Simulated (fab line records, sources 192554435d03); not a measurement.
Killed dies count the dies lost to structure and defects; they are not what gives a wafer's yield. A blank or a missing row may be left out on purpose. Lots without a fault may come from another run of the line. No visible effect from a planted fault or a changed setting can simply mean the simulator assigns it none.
fab line records    flow n5-finfet
record: lots: 6  wafers: 18  last-day: 19
route steps=1938 shown SDB@370 DUMMY_REMOVAL@377 BEOL_M4@1111 PASSIVATION@1936
lots that met no fault: taken from a fault-free run of the same line
start-h: the number of hours between the record's first day and the start of the first shown wafer of the lot    wait-h: hours from the lot's prior step to this one    " unchanged from the row above    L1.1+2: a single row standing in for several wafers    - no value, or no start was given    * or withheld: withheld    < > ~ a bound
route shown NAME@n: NAME is a module with steps in the file, n the number in the route of the first one    usual: the fault-free wafers' mean and standard deviation    same: alike in all rows    chamber/n: place in a boat    sites: per-site readings    _std_site: their standard deviation    _edge_site: outer sites' mean less inner sites'    radius-mm: for every site, how far away it sits from the centre of the wafer    mask NAME#n: copy n    behind: the tool/chamber that last shaped the wafer    hold: cause of the lot's hold/its duration in hours/its outcome    device: names the non-switching transistor (n, p or np)    end of line: tests of these same wafers at the route's end    step lacking rows: just its recipe    killed: not the wafer's yield, but the dies lost to structure and defects at the first sort    map: the dies of a wafer, with x for killed, . for not killed, _ for no die there
set.NAME: the setting the step ran with; set.NAME@STEP: the setting that earlier step ran with    model.NAME: the simulator's own value behind a step, which no gauge read
certain route steps with their lots: each step a table, each wafer a row
services: a tool's chamber out of use, with start hour (start-h, from the record's first day; less than 0 if before it), hours out, and reason
== steps ==
step: N5_SDB_PRECLEAN_38
recipe: chemistry: dHF  time-s: 10  dilution: 750:1  temp-c: 25
step: N5_SDB_PRECLEAN_39
recipe: chemistry: O3/DIW  time-s: 45  temp-c: 22  o3-ppm: 10
step: N5_SDB_SRD_28
recipe: dry: ipa-marangoni  time-s: 30  temp-c: 23  rinse-liquid: diw
step: N5_SDB_ALD_29
recipe: material: SiNx  target-thk-a: 300  temp-c: 400  ald-precursor-family: SiH2I2  ald-co-reactant: N2/H2-plasma  pulse-time-s: 1  ald-cycles: 600  purge-time-s: 2  co-reactant-purge-time-s: 2  pressure-torr: 2
usual: heater-power-w: 841/82  precursor-pulse-height-rel: 1.002/0.019
lot.wafer  tool        chamber  start-h  wait-h  heater-power-w  precursor-pulse-height-rel
L559.1     ald-sin-04  2        91.43    1.1     823             0.990
L559.4     "           3        "        "       811             1.013
L559.5     "           2        92.78    2.5     829             0.988
L561.2     ald-sin-03  0        119.20   0.0     916             0.990
L561.3     "           3        "        "       786             0.982
L561.5     "           0        120.56   1.4     944             1.014
L565.2     ald-sin-04  2        129.64   0.0     838             0.984
L565.4     "           0        "        "       818             1.035
L565.6     "           3        131.00   1.4     853             0.961
L568.1     ald-sin-04  3        145.53   0.0     808             1.025
L568.3     "           1        "        "       926             1.000
L568.5     "           2        146.88   1.4     835             1.008
L575.1     ald-sin-03  0        189.76   0.0     944             1.016
L575.4     "           0        191.11   1.4     918             1.000
L575.5     "           2        "        "       777             1.013
L578.1     ald-sin-02  2        206.67   0.0     965             0.981
L578.4     "           3        "        "       946             0.993
L578.6     "           0        208.02   1.4     865             1.005
step: N5_SDB_CMP_30
recipe: stop-on: poly-Si  t-overpolish-s: 1.54  post-cmp-clean: alkaline-brush  down-force-psi: 4.1491  platen-rpm: 51.796  pad-velocity-m-s: 1.0306  target-thk-nm: 30
usual: motor-current-A: 12.6/1.3  overpolish-run-s: 1.540/0.0085  pad-life-wafers: 994/520  platen-rpm: 51.79/0.033  time-to-endpoint-s: 17.4/2.1
lot.wafer  tool    chamber  start-h  wait-h  motor-current-A  overpolish-run-s  pad-life-wafers  platen-rpm  time-to-endpoint-s
L559.1     cmp-02  2        94.24    1.5     13.9             1.554             1166             51.82       16.8
L559.4     "       3        "        "       11.4             1.531             1167             51.80       19.5
L559.5     "       0        "        "       13.3             1.533             -                51.80       17.2
L561.3     cmp-01  0        122.01   1.5     12.4             1.546             716              51.80       16.6
L561.2     "       1        "        "       14.9             1.550             717              51.80       19.5
L561.5     "       2        "        "       10.9             1.538             -                51.79       17.7
L565.2     cmp-02  3        132.50   1.5     10.9             1.537             1477             51.78       17.3
L565.4     "       1        "        "       12.4             1.541             1479             51.80       16.2
L565.6     "       3        "        "       11.2             1.535             -                51.80       14.7
L568.3     cmp-01  0        148.30   1.4     12.2             1.531             973              51.77       16.2
L568.1     "       1        "        "       14.6             1.526             974              51.78       17.9
L568.5     "       0        "        "       12.5             1.539             -                51.75       17.5
L575.4     cmp-01  3        192.53   0.1     13.7             1.549             1339             51.80       17.6
L575.1     "       1        "        "       14.2             1.524             1341             51.77       18.9
L575.5     "       3        "        "       13.5             1.537             -                51.79       17.3
L578.1     cmp-02  1        209.40   1.4     12.7             1.560             1980             51.82       20.3
L578.4     "       0        "        "       13.9             1.535             1983             51.78       20.4
L578.6     "       2        "        "       13.5             1.553             -                51.78       20.9
step: N5_SDB_THK_MEAS_31
recipe: reads: a-Si_of_DUMMY_GATE_CVD_03
usual: SDB_THK: 64.2/0.95
lot.wafer  tool           chamber  start-h  wait-h  SDB_THK[nm]
L559.1     film-metro-01  -        94.46    -       64.1
L559.4     "              -        "        "       64.2
L559.5     "              -        "        "       64.8
L561.2     film-metro-01  -        122.23   -       62.4
L561.3     "              -        "        "       63.9
L561.5     "              -        "        "       64.0
L565.2     film-metro-01  -        132.76   -       65.3
L565.4     "              -        "        "       63.4
L565.6     "              -        "        "       64.4
L568.1     film-metro-02  -        148.56   -       66.1
L568.3     "              -        "        "       64.3
L568.5     "              -        "        "       65.2
L575.1     film-metro-02  -        192.78   -       65.2
L575.4     "              -        "        "       64.6
L575.5     "              -        "        "       64.5
L578.1     film-metro-02  -        209.70   -       64.7
L578.4     "              -        "        "       64.2
L578.6     "              -        "        "       63.8
step: N5_SDB_INSPECT_36
recipe: inspect-instrument: darkfield  mode: post-cmp
usual: raw-defect-count: 34/16
lot.wafer  tool               chamber  start-h  wait-h  raw-defect-count
L559.1     defect-inspect-02  -        94.48    0.0     42
L559.4     "                  -        "        "       21
L559.5     "                  -        "        "       26
L561.2     defect-inspect-02  -        122.26   0.0     59
L561.3     "                  -        "        "       59
L561.5     "                  -        "        "       36
L565.2     defect-inspect-01  -        132.79   0.0     16
L565.4     "                  -        "        "       18
L565.6     "                  -        "        "       28
L568.1     defect-inspect-02  -        148.59   0.0     42
L568.3     "                  -        "        "       39
L568.5     "                  -        "        "       46
L575.1     defect-inspect-01  -        192.94   0.2     51
L575.4     "                  -        "        "       55
L575.5     "                  -        "        "       32
L578.1     defect-inspect-02  -        209.72   0.0     13
L578.4     "                  -        "        "       15
L578.6     "                  -        "        "       24
step: N5_DUMMY_REMOVAL_HM_STRIP_01
recipe: chemistry: CH3F/O2  material: SiNx  target-depth-a: 40  stop-on: poly-Si  time-s: 6.8  over-etch-frac: 0.3  ion-energy-ev: 60  power-w: 410  bias-w: 29  Ar_flow_sccm: 150  CH3F_flow_sccm: 30  O2_flow_sccm: 20
usual: drypump-motor-current-A: 5.6/0.35  oes-product-au: 0.61/0.051  rf-vpp-V: 127.3/1.1  showerhead-plenum-p-Torr: 1.98/0.078  throttle-valve-pct: 16.41/0.28
same: over-etch-frac: 0.3
lot.wafer  tool         chamber  start-h  wait-h  drypump-motor-current-A  oes-product-au  rf-hours-counter-h  rf-vpp-V  showerhead-plenum-p-Torr  throttle-valve-pct
L559.1     rie-diel-06  0        94.52    0.0     5.9                      0.61            166                 127.0     1.91                      16.50
L559.4     "            3        "        "       5.7                      0.58            195                 127.6     1.99                      16.79
L559.5     "            3        "        "       5.7                      0.58            -                   126.6     1.99                      16.77
L561.2     rie-diel-02  1        122.29   0.0     5.8                      0.55            249                 128.2     2.06                      16.57
L561.3     "            2        "        "       6.0                      0.63            130                 127.6     2.09                      16.00
L561.5     "            1        "        "       5.8                      0.55            -                   127.9     2.06                      16.57
L565.2     rie-diel-02  2        132.87   0.1     6.1                      0.63            131                 126.0     2.09                      16.01
L565.4     "            3        "        "       5.1                      0.66            -                   126.5     1.85                      16.25
L565.6     "            2        "        "       6.1                      0.62            -                   128.8     2.09                      16.00
L568.1     rie-diel-05  2        148.62   0.0     5.2                      0.62            135                 126.7     1.92                      16.74
L568.3     "            0        "        "       5.9                      0.55            240                 127.4     1.98                      16.73
L568.5     "            1        "        "       5.3                      0.61            -                   127.1     2.00                      16.17
L575.1     rie-diel-05  2        192.97   0.0     5.2                      0.61            149                 125.9     1.92                      16.78
L575.4     "            3        "        "       5.7                      0.56            -                   129.1     2.05                      16.80
L575.5     "            2        "        "       5.2                      0.61            -                   127.2     1.92                      16.78
L578.1     rie-diel-05  1        209.76   0.0     5.4                      0.60            161                 125.5     1.99                      16.24
L578.4     "            2        "        "       5.2                      0.61            -                   125.9     1.91                      16.78
L578.6     "            0        "        "       5.9                      0.81            -                   127.3     1.98                      16.28
step: N5_DUMMY_REMOVAL_STRIP_10
recipe: chemistry: N2/H2  time-s: 40  power-w: 100  temp-c: 40  pressure-mtorr: 100  rf-frequency-hz: 6e+07  bias-power-w: 3  n2-flow-sccm: 300  h2-flow-sccm: 300
usual: drypump-motor-current-A: 5.6/0.36  oes-product-au: 0.75/0.067  rf-vpp-V: 45.2/0.83  showerhead-plenum-p-Torr: 3.35/0.12  throttle-valve-pct: 12.34/0.3
lot.wafer  tool         chamber  start-h  wait-h  drypump-motor-current-A  oes-product-au  rf-hours-counter-h  rf-vpp-V  showerhead-plenum-p-Torr  throttle-valve-pct
L559.1     rie-diel-06  0        94.55    0.0     5.9                      0.76            166                 44.9      3.24                      12.46
L559.4     "            3        "        "       5.7                      0.71            195                 45.3      3.34                      12.64
L559.5     "            3        "        "       5.7                      0.71            -                   44.6      3.35                      12.66
L561.2     rie-diel-02  1        122.32   0.0     5.8                      0.67            249                 44.8      3.46                      12.60
L561.3     "            2        "        "       6.1                      0.79            130                 45.2      3.53                      11.98
L561.5     "            1        "        "       5.8                      0.67            -                   45.6      3.46                      12.60
L565.2     rie-diel-02  2        132.90   0.0     6.1                      0.79            131                 47.0      3.53                      12.01
L565.4     "            3        "        "       5.2                      0.81            -                   43.1      3.14                      12.08
L565.6     "            2        "        "       6.1                      0.78            -                   43.6      3.53                      11.98
L568.1     rie-diel-05  2        148.65   0.0     5.2                      0.77            135                 44.5      3.26                      12.70
L568.3     "            0        "        "       5.9                      0.69            240                 46.6      3.33                      12.65
L568.5     "            1        "        "       5.4                      0.76            -                   44.4      3.38                      12.10
L575.1     rie-diel-05  2        193.01   0.0     5.2                      0.76            149                 45.1      3.26                      12.74
L575.4     "            3        "        "       5.7                      0.68            -                   44.2      3.46                      12.76
L575.5     "            2        "        "       5.2                      0.76            -                   44.4      3.26                      12.75
L578.1     rie-diel-05  1        209.79   0.0     5.3                      0.72            161                 45.6      3.37                      12.15
L578.4     "            2        "        "       5.2                      0.75            -                   44.9      3.25                      12.79
L578.6     "            0        "        "       5.9                      1.00            -                   44.7      3.33                      12.05
step: N5_DUMMY_REMOVAL_PRECLEAN_07
recipe: chemistry: dHF  time-s: 30  temp-c: 25  dilution: withheld
step: N5_DUMMY_REMOVAL_DUMMY_REMOVE_02
recipe: chemistry: TMAH  temp-c: 70  target: poly-Si  stop-on: SiO2  target-depth-nm: 142  conc-wt-pct: 5  time-s: 57  dry: ipa-marangoni  rinse-time-s: 30  rinse-temp-c: 23
step: N5_DUMMY_REMOVAL_INSPECT_06
recipe: inspect-instrument: brightfield  mode: aei
usual: raw-defect-count: 12/5.9
lot.wafer  tool               chamber  start-h  wait-h  raw-defect-count
L559.1     defect-inspect-02  -        94.72    0.0     13
L559.4     "                  -        "        "       10
L559.5     "                  -        "        "       16
L561.2     defect-inspect-02  -        122.49   0.0     15
L561.3     "                  -        "        "       11
L561.5     "                  -        "        "       10
L565.2     defect-inspect-01  -        133.07   0.0     8
L565.4     "                  -        "        "       15
L565.6     "                  -        "        "       9
L568.1     defect-inspect-01  -        148.81   0.0     21
L568.3     "                  -        "        "       10
L568.5     "                  -        "        "       21
L575.1     defect-inspect-01  -        193.17   0.0     12
L575.4     "                  -        "        "       12
L575.5     "                  -        "        "       11
L578.1     defect-inspect-02  -        209.95   0.0     2
L578.4     "                  -        "        "       6
L578.6     "                  -        "        "       22
step: N5_DUMMY_REMOVAL_PRECLEAN_08
recipe: chemistry: NF3:NH3  afs-cycles: 2  temp-c: 30  time-s: 20  sublimation-temp-c: 180  sublimation-time-s: 60  pressure-torr: 3  rf-power-w: 30
usual: temp-c: 29.99/0.11
lot.wafer  tool              chamber  start-h  wait-h  temp-c
L559.1     remote-plasma-02  1        94.76    0.0     30.02
L559.4     "                 1        "        "       30.09
L559.5     "                 1        "        "       30.00
L561.2     remote-plasma-01  0        122.55   0.1     30.01
L561.3     "                 0        "        "       29.98
L561.5     "                 0        "        "       30.07
L565.2     remote-plasma-02  0        133.16   0.1     29.10
L565.4     "                 0        "        "       29.02
L565.6     "                 0        "        "       29.28
L568.1     remote-plasma-02  1        148.85   0.0     29.41
L568.3     "                 1        "        "       29.33
L568.5     "                 1        "        "       29.47
L575.1     remote-plasma-01  1        193.21   0.0     30.06
L575.4     "                 1        "        "       29.96
L575.5     "                 1        "        "       29.93
L578.1     remote-plasma-01  1        209.99   0.0     30.00
L578.4     "                 1        "        "       29.80
L578.6     "                 1        "        "       29.87
step: N5_DUMMY_REMOVAL_PRECLEAN_04
recipe: chemistry: DHF  time-s: 37  temp-c: 25  dilution: 500:1
step: N5_BEOL_M4_RC_MEAS_101
usual: DIBL_N: 36.6/1.1  DIBL_P: 36.7/1.5  IOFF_N: 0.155/0.019  IOFF_P: 0.208/0.025  ION_N: 673/8.5  ION_P: 462/5.9  SS_N: 71.6/0.58  SS_P: 73.5/0.51  VT_N: 250.7/2.4  VT_P: -251/3
lot.wafer  tool       chamber  start-h  wait-h  DIBL_N[mV/V]  DIBL_P[mV/V]  IOFF_N[nA/um]  IOFF_P[nA/um]  ION_N[uA/um]  ION_P[uA/um]  SS_N[mV/dec]  SS_P[mV/dec]  VT_N[mV]  VT_P[mV]
L559.1     prober-01  0        252.60   0.0     37.4          35.9          0.151          0.179          670           456           70.6          73.9          251.3     -254
L559.4     "          0        "        "       37.0          37.7          0.160          0.200          673           465           70.4          74.1          248.7     -251
L559.5     "          0        "        "       37.0          37.4          0.156          0.195          680           461           70.6          73.5          252.4     -251
L565.2     prober-01  0        284.57   0.2     36.9          35.8          0.125          0.189          654           455           72.0          73.4          253.2     -252
L565.4     "          0        "        "       36.2          35.3          0.115          0.183          645           448           70.8          73.1          254.3     -251
L565.6     "          0        "        "       36.5          35.9          0.129          0.199          664           460           70.9          72.9          253.0     -251
L561.2     prober-02  0        291.32   0.2     34.8          38.1          0.151          0.196          681           466           71.9          73.4          253.1     -252
L561.3     "          0        "        "       34.9          37.6          0.139          0.182          670           454           71.5          73.7          252.3     -253
L561.5     "          0        "        "       35.1          38.2          0.155          0.195          676           460           71.8          73.9          250.9     -252
L568.1     prober-02  0        306.66   0.0     34.7          34.9          0.144          0.209          676           468           71.6          72.8          249.8     -250
L568.3     "          0        "        "       35.7          36.0          0.157          0.226          675           472           72.1          72.8          249.3     -249
L568.5     "          0        "        "       36.3          36.2          0.170          0.226          664           458           71.3          73.5          248.0     -247
L575.1     prober-01  0        347.47   0.0     36.1          36.9          0.139          0.214          662           459           71.3          73.8          252.5     -247
L575.4     "          0        "        "       36.4          37.1          0.151          0.218          670           459           71.2          73.6          251.3     -249
L575.5     "          0        "        "       35.3          35.8          0.137          0.198          673           459           71.2          72.5          250.1     -248
L578.1     prober-02  0        366.40   0.0     36.3          34.9          0.152          0.199          687           472           70.9          72.6          248.6     -251
L578.4     "          0        "        "       34.9          34.0          0.128          0.185          677           464           70.3          73.4          254.5     -254
L578.6     "          0        "        "       37.9          37.4          0.179          0.235          690           464           71.2          73.7          248.6     -250
step: N5_PASSIVATION_PROBE_49
usual: defect-limited-yield: 91.2/1.4  killed_at_M0_to_M3: 36/11  killed_at_M4_up: 14/5.6  killed-at-contacts: 12/5.9  killed-at-front-end: 38/13  killed-at-other: 3.5/2.7  killed-dies: 104/17  killed-on-rim: 14/3.9  killed-open: 68/12  killed-short: 34/8.2  sort_bin_5_function: 5.1/0.95  sort_bin_6_memory: 3.3/0.7  sort_bin_8_speed: 0.00/0.007  sort-n-pass: 1076/17  sort-yield-pct: 91.2/1.4
same: gross-dies: 1180  killed-at-back-side: 0  sort_bin_4_leakage[%]: 0
lot.wafer  tool       chamber  start-h  wait-h  defect-limited-yield[%]  killed_at_M0_to_M3  killed_at_M4_up  killed-at-contacts  killed-at-front-end  killed-at-other  killed-dies  killed-on-rim  killed-open  killed-short  sort_bin_5_function[%]  sort_bin_6_memory[%]  sort_bin_8_speed[%]  sort-n-pass  sort-yield-pct[%]
L559.1     prober-02  -        357.77   0.0     92.0                     51                  12               3                   24                   4                94           14             54           39            5.1                     2.8                   0                    1086         92.0
L559.4     prober-02  -        357.92   0.2     88.4                     49                  19               11                  51                   7                137          26             81           55            6.7                     4.6                   0                    1043         88.4
L559.5     prober-02  -        357.97   0.2     88.3                     51                  21               10                  51                   5                138          22             100          37            6.5                     4.6                   0                    1042         88.3
L565.2     prober-01  -        401.34   0.1     88.6                     69                  13               10                  40                   2                134          19             81           46            6.0                     4.5                   0                    1046         88.6
L565.4     prober-01  -        401.44   0.2     91.4                     25                  26               14                  33                   4                102          13             69           31            5.6                     2.8                   0.08                 1077         91.3
L565.6     prober-01  -        401.54   0.3     91.4                     48                  10               9                   31                   4                102          17             68           28            5.6                     2.8                   0                    1078         91.4
L561.2     prober-02  -        409.97   0.1     91.5                     47                  10               13                  26                   4                100          13             67           33            4.6                     3.5                   0                    1080         91.5
L561.3     prober-02  -        410.02   0.1     92.5                     30                  17               9                   26                   6                88           8              64           24            3.7                     3.3                   0                    1092         92.5
L561.5     prober-02  -        410.12   0.2     91.7                     45                  10               5                   27                   11               98           11             63           35            4.5                     3.3                   0                    1082         91.7
L568.1     prober-01  -        414.56   0.0     93.3                     31                  12               17                  17                   2                79           8              53           21            4.2                     2.4                   0                    1101         93.3
L568.3     prober-01  -        414.66   0.1     90.3                     40                  12               20                  40                   3                115          15             70           42            6.0                     3.7                   0                    1065         90.3
L568.5     prober-01  -        414.76   0.2     93.9                     17                  14               5                   35                   1                72           11             47           25            4.0                     1.9                   0                    1108         93.9
L575.1     prober-01  -        453.06   0.0     92.5                     27                  9                19                  32                   2                89           11             57           32            4.5                     2.8                   0                    1091         92.5
L575.4     prober-01  -        453.21   0.2     92.1                     29                  13               16                  32                   3                93           11             66           26            4.7                     3.1                   0                    1087         92.1
L575.5     prober-01  -        453.26   0.2     92.3                     30                  12               23                  24                   2                91           15             71           18            4.1                     3.4                   0                    1089         92.3
L578.1     prober-02  -        464.71   0.0     91.1                     47                  12               12                  34                   0                105          17             64           39            5.0                     3.2                   0                    1075         91.1
L578.4     prober-02  -        464.86   0.2     92.3                     35                  9                13                  33                   1                91           14             60           26            5.2                     2.3                   0                    1089         92.3
L578.6     prober-02  -        464.96   0.3     90.7                     31                  17               17                  44                   1                110          17             79           27            5.8                     3.4                   0                    1070         90.7
killed by level:class
L559.1 BEOL_M3:geometric-particle:open=15 BEOL_M0_SAQP:geometric-particle:short=11 STI_FIN_REVEAL:geometric-particle:open=7 BEOL_M0_SAQP:geometric-particle:open=6 BEOL_M2:geometric-particle:open=6 FIN_SAQP:geometric-particle:open=5 BEOL_M1:geometric-particle:open=5 BEOL_M5:geometric-particle:short=4
L559.4 BEOL_M0_SAQP:geometric-particle:short=16 FIN_SAQP:geometric-particle:open=13 BEOL_M0_SAQP:geometric-particle:open=13 FIN_SAQP:geometric-particle:short=12 BEOL_M1:geometric-particle:open=11 BEOL_M4:geometric-particle:open=10 MOL_CONTACT_COAG:geometric-particle:open=8 STARTING-WAFER:geometric-particle:open=5
L559.5 BEOL_M3:geometric-particle:open=18 BEOL_M1:geometric-particle:open=18 FIN_SAQP:geometric-particle:short=15 FIN_SAQP:geometric-particle:open=15 BEOL_M4:geometric-particle:open=9 MOL_CONTACT_COAG:geometric-particle:open=9 BEOL_M8:geometric-particle:open=5 BEOL_M1:geometric-particle:short=4
L565.2 BEOL_M0_SAQP:geometric-particle:open=19 BEOL_M0_SAQP:geometric-particle:short=12 BEOL_M3:geometric-particle:short=12 BEOL_M2:geometric-particle:open=10 BEOL_M3:geometric-particle:open=10 STI_FIN_REVEAL:geometric-particle:open=8 MOL_CONTACT_COAG:geometric-particle:open=8 FIN_SAQP:geometric-particle:open=7
L565.4 FIN_SAQP:geometric-particle:short=12 MOL_CONTACT_COAG:geometric-particle:open=11 FIN_SAQP:geometric-particle:open=8 BEOL_M4:geometric-particle:open=8 BEOL_M1:geometric-particle:open=6 BEOL_M3:geometric-particle:open=6 BEOL_M2:geometric-particle:open=5 MOL_CONTACT_COAG:geometric-particle:short=3
L565.6 BEOL_M3:geometric-particle:open=19 BEOL_M1:geometric-particle:open=9 FIN_SAQP:geometric-particle:open=6 MOL_CONTACT_COAG:geometric-particle:open=6 DUMMY_GATE:geometric-particle:open=5 BEOL_M0_SAQP:geometric-particle:short=5 BEOL_M0_SAQP:geometric-particle:open=5 BEOL_M2:geometric-particle:open=5
L561.2 BEOL_M0_SAQP:geometric-particle:short=13 BEOL_M0_SAQP:geometric-particle:open=12 MOL_CONTACT_COAG:geometric-particle:open=11 BEOL_M0:geometric-particle:open=6 FIN_SAQP:geometric-particle:short=5 BEOL_M1:geometric-particle:open=5 BEOL_M3:geometric-particle:open=5 FIN_SAQP:geometric-particle:open=4
L561.3 MOL_CONTACT_COAG:geometric-particle:open=8 BEOL_M4:geometric-particle:open=8 STI_FIN_REVEAL:geometric-particle:open=7 BEOL_M0_SAQP:geometric-particle:open=6 BEOL_M0_SAQP:geometric-particle:short=5 BEOL_M1:geometric-particle:open=4 BEOL_M2:geometric-particle:open=4 BEOL_M3:geometric-particle:open=4
L561.5 STI_FIN_REVEAL:geometric-particle:open=9 BEOL_M2:geometric-particle:open=9 BEOL_M3:geometric-particle:open=9 BEOL_M0_SAQP:geometric-particle:short=7 BEOL_M0_SAQP:geometric-particle:open=6 BEOL_M1:geometric-particle:open=6 GATE_CUT:geometric-particle:short=5 MIM_TOP_ETCH:geometric-particle:short=4
L568.1 MOL_CONTACT_COAG:geometric-particle:open=14 BEOL_M3:geometric-particle:open=11 BEOL_M2:geometric-particle:open=6 BEOL_M4:geometric-particle:open=6 BEOL_M0_SAQP:geometric-particle:open=4 FIN_SAQP:geometric-particle:short=3 FIN_SAQP:geometric-particle:open=3 SDB:geometric-particle:short=2
L568.3 MOL_CONTACT_COAG:geometric-particle:open=13 BEOL_M0_SAQP:geometric-particle:open=12 STI_FIN_REVEAL:geometric-particle:open=10 BEOL_M0_SAQP:geometric-particle:short=10 GATE_CUT:geometric-particle:short=8 BEOL_M3:geometric-particle:open=8 MOL_CONTACT_COAG:geometric-particle:short=6 BEOL_M4:geometric-particle:short=6
L568.5 FIN_SAQP:geometric-particle:short=11 STI_FIN_REVEAL:geometric-particle:open=7 BEOL_M4:geometric-particle:open=7 MOL_CONTACT_COAG:geometric-particle:open=5 BEOL_M3:geometric-particle:open=5 BEOL_M0_SAQP:geometric-particle:open=4 STARTING-WAFER:geometric-particle:open=4 FIN_SAQP:geometric-particle:open=3
L575.1 MOL_CONTACT_COAG:geometric-particle:open=15 FIN_SAQP:geometric-particle:short=8 BEOL_M2:geometric-particle:open=6 STI_FIN_REVEAL:geometric-particle:open=5 BEOL_M0_SAQP:geometric-particle:open=5 BEOL_M3:geometric-particle:open=5 DUMMY_GATE:geometric-particle:open=4 MOL_CONTACT_COAG:geometric-particle:short=4
L575.4 MOL_CONTACT_COAG:geometric-particle:open=13 BEOL_M4:geometric-particle:open=9 BEOL_M0:geometric-particle:open=6 BEOL_M1:geometric-particle:open=6 DUMMY_GATE:geometric-particle:open=5 BEOL_M2:geometric-particle:open=5 STARTING-WAFER:geometric-particle:open=5 FIN_SAQP:geometric-particle:open=4
L575.5 MOL_CONTACT_COAG:geometric-particle:open=17 BEOL_M3:geometric-particle:open=13 BEOL_M2:geometric-particle:open=9 STI_FIN_REVEAL:geometric-particle:open=6 BEOL_M4:geometric-particle:open=5 FIN_SAQP:geometric-particle:short=4 MOL_CONTACT_COAG:geometric-particle:short=4 STI_FIN_REVEAL:geometric-particle:short=3
L578.1 FIN_SAQP:geometric-particle:open=13 BEOL_M0_SAQP:geometric-particle:short=13 BEOL_M0_SAQP:geometric-particle:open=9 MOL_CONTACT_COAG:geometric-particle:open=8 BEOL_M3:geometric-particle:open=8 GATE_CUT:geometric-particle:short=7 BEOL_M2:geometric-particle:open=7 BEOL_M4:geometric-particle:open=4
L578.4 BEOL_M2:geometric-particle:open=10 MOL_CONTACT_COAG:geometric-particle:open=8 BEOL_M3:geometric-particle:open=8 BEOL_M1:geometric-particle:open=6 FIN_SAQP:geometric-particle:open=5 MOL_CONTACT_COAG:geometric-particle:short=5 STARTING-WAFER:geometric-particle:short=5 STI_FIN_REVEAL:geometric-particle:open=4
L578.6 FIN_SAQP:geometric-particle:open=17 BEOL_M1:geometric-particle:open=11 MOL_CONTACT_COAG:geometric-particle:open=10 BEOL_M4:geometric-particle:open=9 GATE_CUT:geometric-particle:short=7 BEOL_M0_SAQP:geometric-particle:open=6 MOL_CONTACT_COAG:geometric-particle:short=5 BEOL_M2:geometric-particle:open=5
== services ==
tool         chamber  start-h  hours  kind
ald-sin-03   -        85.26    14.0   pm
cmp-01       -        100.29   8.0    pm
rie-diel-06  1        114.94   7.7    repair
rie-diel-06  1        125.01   2.9    repair
cmp-02       -        127.87   1.8    repair
rie-diel-02  1        128.96   -      clean
rie-diel-02  1        128.96   -      consumable-replace:focus-ring
rie-diel-02  1        128.96   27.2   scheduled-down
rie-diel-02  1        128.96   27.2   vent-cycle
cmp-02       -        134.36   0.4    repair
rie-diel-05  3        137.84   4.4    repair
cmp-02       -        139.71   4.4    repair
ald-sin-02   1        147.00   15.9   repair
rie-diel-02  0        167.44   8.3    repair
ald-sin-04   3        176.50   16.5   repair
rie-diel-05  -        180.15   0.6    repair
cmp-02       -        185.11   1.3    repair
ald-sin-02   2        198.98   3.5    repair
rie-diel-05  3        202.60   -      clean
rie-diel-05  3        202.60   -      consumable-replace:focus-ring
rie-diel-05  3        202.60   24.6   scheduled-down
rie-diel-05  3        202.60   24.6   vent-cycle
ald-sin-03   1        207.66   5.8    repair
cmp-01       -        207.98   2.1    repair
== key ==
first-sign: step: N5_DUMMY_REMOVAL_PRECLEAN_08  reading: temp-c  direction: down  sigmas: 6.6  usual: *  struck: *
effect none on later readings
met-at N5_DUMMY_REMOVAL_PRECLEAN_08
struck-wafers L565.2,L565.4,L565.6,L568.1,L568.3,L568.5
onset-between 94.76 133.16
fault: kind: process-parameter-drift  tool: remote-plasma-02  chamber: -  onset-h: 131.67  steps: N5_DUMMY_REMOVAL_PRECLEAN_08  channel: temp-c  offset: *  shape: step  end-h: 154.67  acts-in: *  stated: *
